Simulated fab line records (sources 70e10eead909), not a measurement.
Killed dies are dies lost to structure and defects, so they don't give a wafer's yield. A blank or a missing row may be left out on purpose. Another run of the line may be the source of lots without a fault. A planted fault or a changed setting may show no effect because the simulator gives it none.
One fault seen from 2 desks :: flow nand_harc :: each desk has only its own numbers; what lay behind them comes last

THE METROLOGY DESK
Means of the sampled wafers that have a number, per lot and without regard to the tool the lot ran on: this is what the gauges read. A lot is out of limits, marked OUT, if its mean lies more than 4 standard deviations from the usual mean; the brackets give that distance.
Columns: A = cd_nm at NHARC_P_ZERO_WELL_CD_MEAS_11, usual 499.6 nm
lot: L857
first seen here: day 2 01:08
A: 499.4

lot: L860
first seen here: day 2 19:15
A: 498.3

lot: L861
first seen here: day 3 01:07
A: 497.8

lot: L864
first seen here: day 3 19:14
A: 497.6

lot: L865
first seen here: day 4 01:14
A: 500.3

lot: L866
first seen here: day 4 07:08
A: 499.2

lot: L868
first seen here: day 4 19:14
A: 501.6

lot: L871
first seen here: day 5 13:16
A: 497.9

lot: L875
first seen here: day 6 13:15
A: 501.7

lot: L876
first seen here: day 6 19:14
A: 499.8

lot: L877
first seen here: day 7 01:15
A: 498.5

lot: L878
first seen here: day 7 07:15
A: 499.5
This desk's finding: nothing out of limits on any of the 12 lots.

FOR THE TOOL OWNER'S DESK: litho_track-03
Per lot that ran on this tool, the mean of the sampled wafers carrying a number, from the tool's own readings at NHARC_P_ZERO_WELL_SOFTBAKE_06 (time 70 s). A lot is out of limits, marked OUT, if its mean lies more than 4 standard deviations from the usual mean; the brackets give that distance.
Columns: A = heater_power_total_W at NHARC_P_ZERO_WELL_SOFTBAKE_06, usual 200.8 W
lot: L857
first seen here: day 2 00:00
A: 200.8

lot: L861
first seen here: day 3 00:00
A: 201.2

lot: L864
first seen here: day 3 18:00
A: 200.4

lot: L868
first seen here: day 4 18:00
A: 200.7

lot: L875
first seen here: day 6 12:00
A: 217.8 (+13) OUT

lot: L876
first seen here: day 6 18:00
A: 207.4 (+5.1) OUT
This desk's finding: out of limits on L875, L876; first on L875, day 6 12:00 (heater_power_total_W at NHARC_P_ZERO_WELL_SOFTBAKE_06). In limits: L857, L861, L864, L868.

ALL TOGETHER
The tool owner's desk had the chance to raise an alarm at day 6 12:00 on L875, L876.
The metrology desk saw nothing out of limits.
The metrology desk holds a record of L875, L876, inside its limits.
All the named lots went through NHARC_P_ZERO_WELL_SOFTBAKE_06 on litho_track-03.

WHAT WAS PUT IN BY THE SIMULATOR
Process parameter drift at NHARC_P_ZERO_WELL_SOFTBAKE_06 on litho_track-03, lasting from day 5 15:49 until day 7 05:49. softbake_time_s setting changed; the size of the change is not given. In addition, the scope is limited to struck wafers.
Struck lots among those shown: L875, L876.
Each desk's first reading out of limits, in hours after the fault started: the tool owner's desk, 20.
